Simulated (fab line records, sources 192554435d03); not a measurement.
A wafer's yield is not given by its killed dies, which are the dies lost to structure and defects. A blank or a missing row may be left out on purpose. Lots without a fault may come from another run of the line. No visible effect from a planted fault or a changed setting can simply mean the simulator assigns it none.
fab line records	flow n5_finfet
[record] lots = 7	wafers = 21
route steps=1938 shown BEOL_M10@1488 BEOL_M11@1554 BEOL_M12@1608 BEOL_M13@1685
start_h: hours from the record's opening day to when the first of the lot's shown wafers began	wait_h: hours elapsed since this lot's preceding step	" repeats the value in the row above	L1.1+2: a single row standing in for several wafers	- no value, or no start was given	* or withheld: withheld	< > ~ a bound
route shown NAME@n: names a module that has steps shown in the file, with the first one's number in the route	usual: the fault-free wafers' mean and standard deviation	same: alike in all rows	chamber/n: place in a boat	sites: per-site readings	_std_site: standard deviation of those values	_edge_site: outer sites' mean less inner sites'	radius_mm: how far each site lies from the wafer's centre	mask NAME#n: copy n	behind: the last tool/chamber to shape the wafer	hold: why the lot was held/for how many hours/how that ended	device: the transistor (n, p or np) that didn't switch	end of line: the tests these same wafers got at the end of their route	a step without rows: its recipe alone	killed: dies lost to structure and defects at the first sort, not the wafer's yield	map: dies across one wafer; x = killed, . = not, _ = none there
set.NAME: the setting as run; set.NAME@STEP: as run at that earlier step	model.NAME: the simulator's own value behind a step, which no gauge read
lots whose settings were changed on purpose; a table a step, a row a wafer
[[steps]]
[step N5_BEOL_M10_ETCH_62]
[recipe] chemistry = N2/H2	target = SOC	target_depth_a = 1100	overetch_a = 220	mask_material = SiARC	temp_c = 40	time_s = 165	ion_energy_ev = 200	pressure_mtorr = 30	source_w = 840	bias_w = 150	n2_flow_sccm = 200	h2_flow_sccm = 200
lot.wafer	tool	chamber	start_h	wait_h	set.time_s	set.spin_rpm@BEOL_M10_COAT_60	model.SiARC_of_BEOL_M10_COAT_60.thk_nm
L077.4	rie_diel-03	2	226.79	0.0	165	1500	24
L077.5	"	0	"	"	165	1500	23.6
L077.6	"	3	"	"	165	1500	23.8
L082.2+6	rie_diel-01	2	260.71	0.0	165	1500	23.6
L082.5	"	1	"	"	165	1500	23.4
L085.3	rie_diel-03	0	297.27	0.0	183.7	1349	24.6
L085.4	"	1	"	"	165	1349	25.4
L085.5	"	0	"	"	183.7	1500	23
L087.3+4	rie_diel-01	3,2	300.76	0.0	165	1500	23.8
L087.6	"	1	"	"	165	1500	23.6
L091.1	rie_diel-03	0	326.36	0.0	155.5	1616	23
L091.2	"	3	"	"	165	1616	23
L091.3	"	1	"	"	165	1500	23.8
L092.1+5	rie_diel-01	0	328.39	0.0	165	1500	23.6
L092.3	"	3	"	"	201	1607	21.4
L095.1	rie_diel-01	1	364.48	0.0	165	1500	23.4
L095.2	"	0	"	"	150.1	1647	22.6
L095.5	"	3	"	"	165	1500	23.6
[step N5_BEOL_M10_STRIP_68]
[recipe] chemistry = N2/H2	temp_c = 40	n2_flow_sccm = 200	h2_flow_sccm = 200	rf_frequency_hz = 6e+07
[step N5_BEOL_M10_STRIP_67]
[recipe] chemistry = CF4	resist = SiARC	power_w = 300	bias_power_w = 75	pressure_mtorr = 50	cf4_flow_sccm = 150	rf_frequency_hz = 6e+07
[step N5_BEOL_M10_HM_OPEN_17]
[recipe] chemistry = Cl2/BCl3	target_depth_a = 200	overetch_a = 60	target = TiN	mask_material = SOC	ion_energy_ev = 150	pressure_mtorr = 10	icp_w = 1000	bias_w = 126	Cl2_flow_sccm = 53.25	bcl3_flow_sccm = 21.75	Ar_flow_sccm = 25
lot.wafer	tool	chamber	start_h	wait_h	set.time_s@BEOL_M10_ETCH_62	model.etch.depth_nm
L077.4+5	rie_metal-03	1,0	227.00	0.1	165	19.86
L077.6	"	1	"	"	165	20.06
L082.2	rie_metal-01	1	260.90	0.0	165	20.34
L082.5	"	0	"	"	165	20.38
L082.6	"	1	"	"	165	20.18
L085.3	rie_metal-02	1	297.49	0.1	183.7	18.35
L085.4	"	0	"	"	165	19.82
L085.5	"	0	"	"	183.7	18.36
L087.3	rie_metal-03	1	301.00	0.1	165	19.86
L087.4	"	1	"	"	165	19.91
L087.6	"	1	"	"	165	20
L091.1	rie_metal-01	1	326.54	0.0	155.5	19.58
L091.2	"	0	"	"	165	19.87
L091.3	"	0	"	"	165	19.76
L092.1+5	rie_metal-01	1,0	328.58	0.0	165	19.71
L092.3	"	1	"	"	201	16.43
L095.1	rie_metal-01	1	364.67	0.0	165	20.35
L095.2	"	0	"	"	150.1	19.92
L095.5	"	1	"	"	165	19.98
[step N5_BEOL_M11_ETCH_62]
[recipe] chemistry = N2/H2	target = SOC	target_depth_a = 1100	overetch_a = 220	mask_material = SiARC	temp_c = 40	time_s = 165	ion_energy_ev = 200	pressure_mtorr = 30	source_w = 840	bias_w = 150	n2_flow_sccm = 200	h2_flow_sccm = 200
lot.wafer	tool	chamber	start_h	wait_h	set.time_s	model.SiARC_of_BEOL_M11_COAT_60.thk_nm
L077.4	rie_diel-05	0	237.40	0.0	165	23.2
L077.5	"	3	"	"	165	23.6
L077.6	"	0	"	"	165	23.4
L082.2+5	rie_diel-02	1	274.94	0.0	165	23.4
L082.6	"	0	"	"	165	23.8
L085.3+5	rie_diel-04	0,3	303.52	0.0	165	23.4
L085.4	"	1	"	"	165	23.8
L087.3	rie_diel-04	0	308.55	0.0	127.9	25
L087.4+6	"	2,3	"	"	165	23.4
L091.1	rie_diel-04	1	335.80	0.0	154.6	24.2
L091.2+3	"	2,0	"	"	154.6	23.6
L092.1	rie_diel-04	0	338.58	0.0	138.8	24.4
L092.3	"	1	"	"	138.8	25
L092.5	"	2	"	"	165	23.2
L095.1	rie_diel-05	1	374.20	0.0	133.5	24.8
L095.2	"	3	"	"	165	23.6
L095.5	"	0	"	"	165	23.2
[step N5_BEOL_M12_EXPOSE_07]
[recipe] mask_id = V11	na = 0.93	source_shape = conventional	sigma_outer = 0.6	polarization = unpolarized	attpsm_phase_deg = 180	dose_mj = 32.5
lot.wafer	tool	chamber	start_h	wait_h	mask	set.dose_mj
L077.4	krf_scanner-01	0	243.46	-	V11#0	32.5
L077.5+6	"	0	"	"	V11#0	34.79
L082.2+5+6	krf_scanner-01	0	279.91	-	V11#0	32.5
L085.3	krf_scanner-02	0	310.18	-	V11#0	33.93
L085.4+5	"	0	"	"	V11#0	32.5
L087.3	krf_scanner-01	0	315.05	-	V11#0	34.34
L087.4+6	"	0	"	"	V11#0	32.5
L091.1+3	krf_scanner-02	0	341.83	-	V11#0	32.5
L091.2	"	0	"	"	V11#0	33.36
L092.1	krf_scanner-02	0	343.43	-	V11#0	33.87
L092.3+5	"	0	"	"	V11#0	32.5
L095.1	krf_scanner-01	0	380.61	-	V11#0	32.5
L095.2+5	"	0	"	"	V11#0	33.49
[step N5_BEOL_M12_PEB_08]
[recipe] peb_temp_c = 130	peb_time_s = 90
[step N5_BEOL_M12_DEVELOP_09]
[recipe] develop_time_s = 45	rinse_liquid = diw	dry = air_spin	dev_temp_c = 21
[step N5_BEOL_M12_HARDBAKE_14]
[recipe] temp_c = 130	time_s = 120
[step N5_BEOL_M12_CD_MEAS_10]
[recipe] target_cd_nm = 140	landing_energy_ev = 500	detector = se_inlens	polarity = opening
[usual] cd_nm = 140.3/1.8
lot.wafer	tool	chamber	start_h	wait_h	set.dose_mj@BEOL_M12_EXPOSE_07	cd_nm
L077.4	cd_sem-03	0	243.62	-	32.5	139.9
L077.5	"	0	"	"	34.79	148.4
L077.6	"	0	"	"	34.79	149.1
L082.2	cd_sem-01	0	280.07	-	32.5	142.7
L082.5	"	0	"	"	32.5	138.1
L082.6	"	0	"	"	32.5	138.8
L085.3	cd_sem-03	0	310.34	-	33.93	144.1
L085.4	"	0	"	"	32.5	138.0
L085.5	"	0	"	"	32.5	135.3
L087.3	cd_sem-01	0	315.21	-	34.34	150.5
L087.4	"	0	"	"	32.5	141.5
L087.6	"	0	"	"	32.5	140.0
L091.1	cd_sem-02	0	342.00	-	32.5	138.8
L091.2	"	0	"	"	33.36	142.9
L091.3	"	0	"	"	32.5	140.8
L092.1	cd_sem-03	0	343.60	-	33.87	141.8
L092.3	"	0	"	"	32.5	140.5
L092.5	"	0	"	"	32.5	140.7
L095.1	cd_sem-02	0	380.78	-	32.5	141.7
L095.2	"	0	"	"	33.49	144.4
L095.5	"	0	"	"	33.49	142.5
[step N5_BEOL_M12_ETCH_59]
[recipe] chemistry = N2/H2	target = BARC	target_depth_a = 890	overetch_a = 267	time_s = 67.9	ion_energy_ev = 200	pressure_mtorr = 30	source_w = 840	bias_w = 150	n2_flow_sccm = 200	h2_flow_sccm = 200
lot.wafer	tool	chamber	start_h	wait_h	set.h2_flow_sccm
L077.4+5+6	rie_diel-01	3,1,0	243.88	0.0	200
L082.2+5+6	rie_diel-01	2,2,1	280.20	0.0	200
L085.3+5	rie_diel-03	3,1	310.47	0.0	200
L085.4	"	1	"	"	192.3
L087.3+4	rie_diel-01	1,2	315.33	0.0	212.7
L087.6	"	0	"	"	200
L091.1	rie_diel-03	2	342.52	0.0	193.7
L091.2+3	"	3,0	"	"	200
L092.1+3+5	rie_diel-03	0,2,0	343.80	0.0	200
L095.1+2+5	rie_diel-03	2,0,2	380.90	0.0	200
[step N5_BEOL_M12_VIA_ETCH_16]
[recipe] chemistry = C4F8/O2/Ar	target = SiOC	pressure_mtorr = 30	source_w = 3000	bias_w = 700	Ar_flow_sccm = 400	C4F8_flow_sccm = 15	O2_flow_sccm = 8	he_inner_torr = 15	he_outer_torr = 30	target_depth_a = 7248	time_s = withheld	ion_energy_ev = 250	ends = cleared
[step N5_BEOL_M12_STRIP_63]
[recipe] chemistry = N2/H2	power_w = 1000	temp_c = 250	h2_frac = 0.65	overash_fraction = 0.3	pressure_mtorr = 1000	n2_flow_sccm = 1750	h2_flow_sccm = 3250
[step N5_BEOL_M12_STRIP_71]
[recipe] chemistry = post_etch_residue_remover	time_s = 60	temp_c = 25	remover_ph = withheld	remover_water_wt_pct = withheld	remover_fluoride_wt_pct = withheld
[step N5_BEOL_M12_SRD_72]
[recipe] time_s = 30	temp_c = 23	rinse_liquid = diw	dry = n2_spin	spin_rpm = 1500	dry_time_s = 30
[step N5_BEOL_M12_CD_MEAS_17]
[recipe] target_cd_nm = 140	polarity = opening
[usual] cd_nm = 140.9/2.1
lot.wafer	tool	chamber	start_h	wait_h	set.dose_mj@BEOL_M12_EXPOSE_07	cd_nm
L077.4	cd_sem-03	-	244.31	0.0	32.5	140.8
L077.5	"	-	"	"	34.79	151.3
L077.6	"	-	"	"	34.79	151.2
L082.2	cd_sem-01	-	280.67	0.0	32.5	142.1
L082.5	"	-	"	"	32.5	138.0
L082.6	"	-	"	"	32.5	140.1
L085.3	cd_sem-03	-	310.94	0.0	33.93	143.0
L085.4	"	-	"	"	32.5	139.2
L085.5	"	-	"	"	32.5	136.5
L087.3	cd_sem-03	-	315.79	0.0	34.34	152.4
L087.4	"	-	"	"	32.5	142.9
L087.6	"	-	"	"	32.5	142.5
L091.1	cd_sem-02	-	342.97	0.0	32.5	139.0
L091.2	"	-	"	"	33.36	142.0
L091.3	"	-	"	"	32.5	140.3
L092.1	cd_sem-03	-	344.25	0.0	33.87	141.7
L092.3	"	-	"	"	32.5	139.7
L092.5	"	-	"	"	32.5	140.2
L095.1	cd_sem-03	-	381.36	0.0	32.5	141.0
L095.2	"	-	"	"	33.49	144.9
L095.5	"	-	"	"	33.49	141.7
[step N5_BEOL_M13_EXPOSE_25]
[recipe] mask_id = M13	na = 0.93	source_shape = conventional	sigma_outer = 0.4	polarization = unpolarized	target_cd_nm = 210	dose_mj = 22
lot.wafer	tool	chamber	start_h	wait_h	mask	set.dose_mj
L077.4	krf_scanner-02	0	251.36	-	M13#0	22
L077.5+6	"	0	"	"	M13#0	23.17
L082.2+5+6	krf_scanner-01	0	285.59	-	M13#0	22
L085.3	krf_scanner-02	0	316.96	-	M13#0	22
L085.4+5	"	0	"	"	M13#0	20.43
L087.3+6	krf_scanner-01	0	320.89	-	M13#0	23.57
L087.4	"	0	"	"	M13#0	22
L091.1+3	krf_scanner-02	0	349.03	-	M13#0	22
L091.2	"	0	"	"	M13#0	20.54
L092.1	krf_scanner-01	0	349.19	-	M13#0	20.65
L092.3+5	"	0	"	"	M13#0	22
L095.1+2+5	krf_scanner-02	0	386.92	-	M13#0	22
[step N5_BEOL_M13_PEB_26]
[recipe] peb_temp_c = 130	peb_time_s = 90
[step N5_BEOL_M13_DEVELOP_27]
[recipe] develop_time_s = 45	rinse_liquid = diw	dry = air_spin	dev_temp_c = 21
[step N5_BEOL_M13_HARDBAKE_32]
[recipe] temp_c = 130	time_s = 120
[step N5_BEOL_M13_CD_MEAS_28]
[recipe] target_cd_nm = 209.5	landing_energy_ev = 500	detector = se_inlens
[usual] cd_nm = 209.6/1.1
lot.wafer	tool	chamber	start_h	wait_h	set.dose_mj@BEOL_M13_EXPOSE_25	cd_nm
L077.4	cd_sem-02	0	251.52	-	22	209.7
L077.5	"	0	"	"	23.17	213.9
L077.6	"	0	"	"	23.17	213.0
L082.2	cd_sem-03	0	285.76	-	22	209.9
L082.5	"	0	"	"	22	212.0
L082.6	"	0	"	"	22	209.7
L085.3	cd_sem-03	0	317.12	-	22	209.5
L085.4	"	0	"	"	20.43	200.6
L085.5	"	0	"	"	20.43	198.9
L087.3	cd_sem-01	0	321.06	-	23.57	217.8
L087.4	"	0	"	"	22	209.1
L087.6	"	0	"	"	23.57	217.0
L091.1	cd_sem-02	0	349.21	-	22	209.9
L091.2	"	0	"	"	20.54	200.9
L091.3	"	0	"	"	22	208.2
L092.1	cd_sem-02	0	349.37	-	20.65	202.3
L092.3	"	0	"	"	22	209.5
L092.5	"	0	"	"	22	208.9
L095.1	cd_sem-03	0	387.09	-	22	208.6
L095.2	"	0	"	"	22	210.2
L095.5	"	0	"	"	22	210.2
[step N5_BEOL_M13_DESCUM_33]
[recipe] chemistry = O2	time_s = 7.9	source_power_w = 50	bias_power_w = 20	pressure_mtorr = 20	rf_frequency_hz = 2.712e+07	temp_c = 40	o2_flow_sccm = 225
lot.wafer	tool	chamber	start_h	wait_h	set.dose_mj@BEOL_M13_EXPOSE_25	model.BEOL_M13.cd_nm
L077.4	rie_diel-02	0	251.69	0.1	22	209.2
L077.5	"	2	"	"	23.17	213.8
L077.6	"	3	"	"	23.17	213
L082.2	rie_diel-04	0	285.94	0.1	22	210
L082.5	"	2	"	"	22	211.6
L082.6	"	1	"	"	22	209.6
L085.3	rie_diel-02	3	317.21	0.0	22	209
L085.4	"	1	"	"	20.43	200.8
L085.5	"	3	"	"	20.43	198.8
L087.3	rie_diel-02	0	321.14	0.0	23.57	217.8
L087.4	"	1	"	"	22	209.4
L087.6	"	3	"	"	23.57	216.8
L091.1	rie_diel-04	0	349.29	0.0	22	210
L091.2	"	1	"	"	20.54	201.4
L091.3	"	2	"	"	22	207.6
L092.1	rie_diel-05	1	349.46	0.0	20.65	201.8
L092.3	"	2	"	"	22	209.6
L092.5	"	1	"	"	22	208.6
L095.1	rie_diel-05	1	387.18	0.0	22	208.4
L095.2	"	3	"	"	22	209.8
L095.5	"	1	"	"	22	210
[step N5_BEOL_M13_TRENCH_ETCH_34]
[recipe] chemistry = C4F8/O2/Ar	target = SiOC	target_depth_a = 4134.7	mask_material = SOC	pressure_mtorr = 30	source_w = 3000	bias_w = 700	Ar_flow_sccm = 400	C4F8_flow_sccm = 15	O2_flow_sccm = 8	he_inner_torr = 15	he_outer_torr = 30	time_s = 162.6	ion_energy_ev = 250
lot.wafer	tool	chamber	start_h	wait_h	set.time_s	model.etch.depth_nm
L077.4	rie_diel-02	0	252.10	0.0	162.6	418.8
L077.5	"	2	"	"	162.6	421.2
L077.6	"	3	"	"	162.6	414.8
L082.2	rie_diel-04	0	286.34	0.0	162.6	411.1
L082.5	"	2	"	"	162.6	421.2
L082.6	"	1	"	"	162.6	400.5
L085.3	rie_diel-02	3	317.61	0.0	162.6	412.4
L085.4	"	1	"	"	142.2	364.3
L085.5	"	3	"	"	142.2	364
L087.3	rie_diel-02	0	321.54	0.0	162.6	416.9
L087.4	"	1	"	"	162.6	420.5
L087.6	"	3	"	"	184.2	473.1
L091.1	rie_diel-04	0	349.70	0.0	146.9	367.2
L091.2	"	1	"	"	162.6	397.2
L091.3	"	2	"	"	162.6	420.2
L092.1+3	rie_diel-05	1,2	349.86	0.0	188.1	471.5
L092.5	"	1	"	"	162.6	412.4
L095.1	rie_diel-05	1	387.58	0.0	162.6	412
L095.2	"	3	"	"	162.6	406.6
L095.5	"	1	"	"	162.6	408.9
[step N5_BEOL_M13_STRIP_70]
[recipe] chemistry = C4F8/O2/Ar	resist = SiARC	rf_frequency_hz = 6e+07
[step N5_BEOL_M13_OCD_MEAS_35]
[usual] trench_depth_nm = 414/7
lot.wafer	tool	chamber	start_h	wait_h	set.time_s@BEOL_M13_TRENCH_ETCH_34	trench_depth_nm
L077.4	ocd-01	-	252.27	0.0	162.6	419
L077.5	"	-	"	"	162.6	421
L077.6	"	-	"	"	162.6	415
L082.2	ocd-01	-	286.52	0.0	162.6	411
L082.5	"	-	"	"	162.6	421
L082.6	"	-	"	"	162.6	400
L085.3	ocd-02	-	317.79	0.0	162.6	413
L085.4	"	-	"	"	142.2	364
L085.5	"	-	"	"	142.2	364
L087.3	ocd-01	-	321.72	0.0	162.6	417
L087.4	"	-	"	"	162.6	421
L087.6	"	-	"	"	184.2	473
L091.1	ocd-01	-	349.87	0.0	146.9	367
L091.2	"	-	"	"	162.6	397
L091.3	"	-	"	"	162.6	420
L092.1	ocd-02	-	350.03	0.0	188.1	472
L092.3	"	-	"	"	188.1	471
L092.5	"	-	"	"	162.6	412
L095.1	ocd-01	-	387.76	0.0	162.6	412
L095.2	"	-	"	"	162.6	407
L095.5	"	-	"	"	162.6	409
[step N5_BEOL_M13_STRIP_37]
[recipe] chemistry = N2/H2	power_w = 1000	temp_c = 250	h2_frac = 0.65	overash_fraction = 0.3	pressure_mtorr = withheld	n2_flow_sccm = 1750	h2_flow_sccm = 3250
[step N5_BEOL_M13_ETCH_38]
[recipe] chemistry = CF4/N2	target = SiCN	target_depth_a = 675	taper_deg = 2	time_s = 71.9	ion_energy_ev = 150	mask_material = SiO2	pressure_mtorr = 40	source_w = 430	bias_w = 70	Ar_flow_sccm = 100	cf4_flow_sccm = 60	n2_flow_sccm = 60
[step N5_BEOL_M13_ECD_47]
[recipe] material = Cu	target_thk_a = 9360
[step N5_BEOL_M13_ANNEAL_48]
[recipe] temp_c = 225	time_s = 90	ambient = N2
[step N5_BEOL_M13_CMP_49]
[recipe] stop_on = SiOC	t_overpolish_s = 17.1	down_force_psi = 1	platen_rpm = 50	clearing_platen_down_force_psi = 1.5	clearing_platen_rpm = 50	post_cmp_clean = cu_alkaline	target_thk_nm = 420	clearing_platen_pad_velocity_m_s = 0.99484	pad_velocity_m_s = 0.99484
lot.wafer	tool	chamber	start_h	wait_h	set.time_s@BEOL_M13_TRENCH_ETCH_34	model.Cu_of_BEOL_M13_ECD_47.thk_nm
L077.4	cmp-01	3	264.10	0.1	162.6	423.6
L077.5	"	3	"	"	162.6	426.6
L077.6	"	0	"	"	162.6	420.6
L082.2	cmp-04	0	288.80	0.2	162.6	417.6
L082.6	"	0	"	"	162.6	406.6
L082.5	"	1	"	"	162.6	426.2
L085.3	cmp-04	3	320.76	0.4	162.6	418
L085.4	"	0	"	"	142.2	371.8
L085.5	"	2	"	"	142.2	369.4
L087.3	cmp-01	1	324.35	0.2	162.6	423.4
L087.4	"	2	"	"	162.6	428.4
L087.6	"	0	"	"	184.2	480.8
L091.1	cmp-01	1	351.41	0.3	146.9	372.8
L091.3	"	3	"	"	162.6	426.8
L091.2	"	0	"	"	162.6	404.4
L092.3	cmp-02	0	351.69	0.2	188.1	480.6
L092.1	"	2	"	"	188.1	478.6
L092.5	"	0	"	"	162.6	421.6
L095.2	cmp-02	1	390.67	0.2	162.6	413.8
L095.1	"	2	"	"	162.6	420.2
L095.5	"	0	"	"	162.6	418
[step N5_BEOL_M13_THK_MEAS_50]
[recipe] thk_meas_gauge = xrf	reads = Cu_of_BEOL_M13_ECD_47
[usual] M13_THK = 410/6.6
lot.wafer	tool	chamber	start_h	wait_h	set.time_s@BEOL_M13_TRENCH_ETCH_34	M13_THK[nm]
L077.4	film_metro-02	-	264.40	-	162.6	411
L077.5	"	-	"	"	162.6	415
L077.6	"	-	"	"	162.6	412
L082.2	film_metro-02	-	289.10	-	162.6	407
L082.5	"	-	"	"	162.6	418
L082.6	"	-	"	"	162.6	397
L085.3	film_metro-01	-	320.98	-	162.6	407
L085.4	"	-	"	"	142.2	362
L085.5	"	-	"	"	142.2	358
L087.3	film_metro-02	-	324.61	-	162.6	415
L087.4	"	-	"	"	162.6	420
L087.6	"	-	"	"	184.2	472
L091.1	film_metro-02	-	351.70	-	146.9	363
L091.2	"	-	"	"	162.6	397
L091.3	"	-	"	"	162.6	419
L092.1	film_metro-02	-	351.99	-	188.1	467
L092.3	"	-	"	"	188.1	466
L092.5	"	-	"	"	162.6	412
L095.1	film_metro-01	-	390.93	-	162.6	408
L095.2	"	-	"	"	162.6	403
L095.5	"	-	"	"	162.6	405
[step N5_BEOL_M13_PRE_CLEAN_52]
[recipe] gas = NH3	time_s = 15	temp_c = withheld	rf_power_w = 300
[step N5_BEOL_M13_DEP_53]
[recipe] material = SiCN	target_thk_a = 500	temp_c = withheld	precursor = 3MS/NH3	pressure_torr = 3	rf_w = 675	time_s = 17.8
[step N5_BEOL_M13_RS_MEAS_54]
[recipe] thk_meas_gauge = four-point-probe	reads = Cu_of_BEOL_M13_ECD_47+Ta_of_BEOL_M13_SPUTTER_44+TaN_of_BEOL_M13_SPUTTER_43
[usual] M13_RS = 0.0449/0.00077
lot.wafer	tool	chamber	start_h	wait_h	set.time_s@BEOL_M13_TRENCH_ETCH_34	M13_RS[ohm/sq]
L077.4	film_metro-01	-	264.53	0.0	162.6	0.0446
L077.5	"	-	"	"	162.6	0.0444
L077.6	"	-	"	"	162.6	0.0449
L082.2	film_metro-01	-	289.23	0.1	162.6	0.0453
L082.5	"	-	"	"	162.6	0.0444
L082.6	"	-	"	"	162.6	0.0465
L085.3	film_metro-01	-	321.11	0.1	162.6	0.0453
L085.4	"	-	"	"	142.2	0.0510
L085.5	"	-	"	"	142.2	0.0514
L087.3	film_metro-02	-	324.74	0.1	162.6	0.0446
L087.4	"	-	"	"	162.6	0.0441
L087.6	"	-	"	"	184.2	0.0391
L091.1	film_metro-02	-	351.83	0.0	146.9	0.0509
L091.2	"	-	"	"	162.6	0.0468
L091.3	"	-	"	"	162.6	0.0441
L092.1	film_metro-01	-	352.11	0.0	188.1	0.0393
L092.3	"	-	"	"	188.1	0.0391
L092.5	"	-	"	"	162.6	0.0448
L095.1	film_metro-01	-	391.09	0.1	162.6	0.0449
L095.2	"	-	"	"	162.6	0.0457
L095.5	"	-	"	"	162.6	0.0452
[[key]]
[split] step = N5_BEOL_M10_ETCH_62	setting = time_s	stated = 165	by = wafer
[response] step = N5_BEOL_M10_HM_OPEN_17	reading = model.etch.depth_nm	shape = bent	at_lowest = 19.92	at_stated = 19.98	at_highest = 16.43
[response] step = N5_BEOL_M10_ETCH_62	reading = model.SiARC_of_BEOL_M10_COAT_60.thk_nm	slope = -0.0567	per = 1%	together_with = spin_rpm@BEOL_M10_COAT_60	explained = 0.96
[split] step = N5_BEOL_M11_ETCH_62	setting = time_s	stated = 165	by = wafer
[response] step = N5_BEOL_M11_ETCH_62	reading = model.SiARC_of_BEOL_M11_COAT_60.thk_nm	change = -0.0771	per = 1%	r = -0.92
[split] step = N5_BEOL_M12_EXPOSE_07	setting = dose_mj	stated = 32.5	by = wafer
[response] step = N5_BEOL_M12_CD_MEAS_10	reading = cd_nm	change = +1.25	per = 1%	r = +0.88
[response] step = N5_BEOL_M12_CD_MEAS_17	reading = cd_nm	change = +1.27	per = 1%	r = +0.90
[split] step = N5_BEOL_M12_ETCH_59	setting = h2_flow_sccm	stated = 200	by = wafer
response none clear
[split] step = N5_BEOL_M13_EXPOSE_25	setting = dose_mj	stated = 22	by = wafer
[response] step = N5_BEOL_M13_CD_MEAS_28	reading = cd_nm	change = +1.16	per = 1%	r = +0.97
[response] step = N5_BEOL_M13_DESCUM_33	reading = model.BEOL_M13.cd_nm	change = +1.12	per = 1%	r = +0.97
[split] step = N5_BEOL_M13_TRENCH_ETCH_34	setting = time_s	stated = 162.6	by = wafer
[response] step = N5_BEOL_M13_TRENCH_ETCH_34	reading = model.etch.depth_nm	change = +3.95	per = 1%	r = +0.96
[response] step = N5_BEOL_M13_OCD_MEAS_35	reading = trench_depth_nm	change = +3.94	per = 1%	r = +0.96
[response] step = N5_BEOL_M13_CMP_49	reading = model.Cu_of_BEOL_M13_ECD_47.thk_nm	change = +3.93	per = 1%	r = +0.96
[response] step = N5_BEOL_M13_THK_MEAS_50	reading = M13_THK	change = +3.86	per = 1%	r = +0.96
[response] step = N5_BEOL_M13_RS_MEAS_54	reading = M13_RS	change = -0.000421	per = 1%	r = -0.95
split outside_this_file step=N5_BEOL_M10_COAT_60 setting=spin_rpm
// split outside_this_file: this setting was split too, and the file shows its column; the key of that split is in another file
